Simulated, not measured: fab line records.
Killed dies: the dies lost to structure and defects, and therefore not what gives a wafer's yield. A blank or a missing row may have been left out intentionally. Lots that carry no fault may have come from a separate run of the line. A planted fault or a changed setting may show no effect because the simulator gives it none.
Which tool was responsible? / flow nand harc / 17 wafers from 6 lots sampled at 5 of the route's 1302 steps

== WHAT THE GAUGES READ, wafer by wafer ==
NHARC_END_SORT_01.
lot=L611; measured=day 29 12:41; on=prober-02; killed at array=30 21
lot=L621; measured=day 32 09:47; on=prober-01; killed at array=53 45 44

== TOOL THAT RAN EACH LOT (tool first, then ch and the chambers of the sampled wafers, then the start) ==
lot=L602; NHARC_A_SLIT_ETCH_24=rie diel-02 ch 0,1, day 20 12:33; NHARC_A_SLIT_ETCH_15=rie diel-02 ch 1,2,3, day 21 03:34 or earlier; NHARC_A_WL_FILL_ALD_02=ald metal-03 ch 0,1,2, day 21 03:34; NHARC_A_WL_FILL_STRIP_27=plasma asher-02 ch 0,1, day 21 04:40
lot=L609; NHARC_A_SLIT_ETCH_24=rie diel-07 ch 1,3, day 22 18:48; NHARC_A_SLIT_ETCH_15=rie diel-07 ch 0,1, day 23 10:11 or earlier; NHARC_A_WL_FILL_ALD_02=ald metal-03 ch 0,2,3, day 23 10:11; NHARC_A_WL_FILL_STRIP_27=plasma asher-01 ch 0,1, day 23 11:18
lot=L611; NHARC_A_SLIT_ETCH_24=rie diel-02 ch 2,3, day 24 17:38; NHARC_A_SLIT_ETCH_15=rie diel-02 ch 0,3, day 25 07:37 or earlier; NHARC_A_WL_FILL_ALD_02=ald metal-04 ch 2,3, day 25 07:37; NHARC_A_WL_FILL_STRIP_27=plasma asher-02 ch 1, day 25 08:47
lot=L621; NHARC_A_SLIT_ETCH_24=rie diel-07 ch 1,2,3, day 27 21:52; NHARC_A_SLIT_ETCH_15=rie diel-07 ch 2,3, day 28 09:59 or earlier; NHARC_A_WL_FILL_ALD_02=ald metal-03 ch 0,1,3, day 28 09:59; NHARC_A_WL_FILL_STRIP_27=plasma asher-01 ch 0, day 28 11:07
lot=L622; NHARC_A_SLIT_ETCH_24=rie diel-07 ch 0,1,2, day 28 09:55; NHARC_A_SLIT_ETCH_15=rie diel-07 ch 0,1,2, day 28 23:25 or earlier; NHARC_A_WL_FILL_ALD_02=ald metal-04 ch 0,2,3, day 28 23:25; NHARC_A_WL_FILL_STRIP_27=plasma asher-01 ch 0,1, day 29 00:36
lot=L624; NHARC_A_SLIT_ETCH_24=rie diel-10 ch 1,2,3, day 29 06:28; NHARC_A_SLIT_ETCH_15=rie diel-10 ch 0,2, day 29 20:23 or earlier; NHARC_A_WL_FILL_ALD_02=ald metal-04 ch 0,1,3, day 29 20:23; NHARC_A_WL_FILL_STRIP_27=plasma asher-01 ch 0,1, day 29 21:36
- NHARC_A_SLIT_ETCH_24: etches the open film in CF4/CHF3, target depth 121 nm, time 60.5 s.
- NHARC_A_SLIT_ETCH_15: etches the open film in O2/COS, target depth 6200 nm, time 1612 s.
- NHARC_A_WL_FILL_ALD_02: deposits TiN, target thk 2 nm, pulse time 3 s, ald cycles 100.
- NHARC_A_WL_FILL_STRIP_27: strips in N2/H2, time 20 s.

== THE ANSWER, worked out from the rows above alone ==
Rule: the usual values come from the lots themselves. Put in order of their means at a reading, lots are off if they are a third of the lots or fewer, leave a main group of 4 or more, and stand apart from it by a gap of 3 or more times the standard deviation of the main group's means; of several such gaps the widest counts. A main group is skipped when, at the precision printed for the reading in the tables above, its means are all equal. A lot without any number at a reading at which 4 lots or more have one is off too. Where the step has rows for the other lots, those lots are counted as sound.
Nothing can be told from this: no lot is off at any reading shown.

== WHAT WAS PUT IN BY THE SIMULATOR ==
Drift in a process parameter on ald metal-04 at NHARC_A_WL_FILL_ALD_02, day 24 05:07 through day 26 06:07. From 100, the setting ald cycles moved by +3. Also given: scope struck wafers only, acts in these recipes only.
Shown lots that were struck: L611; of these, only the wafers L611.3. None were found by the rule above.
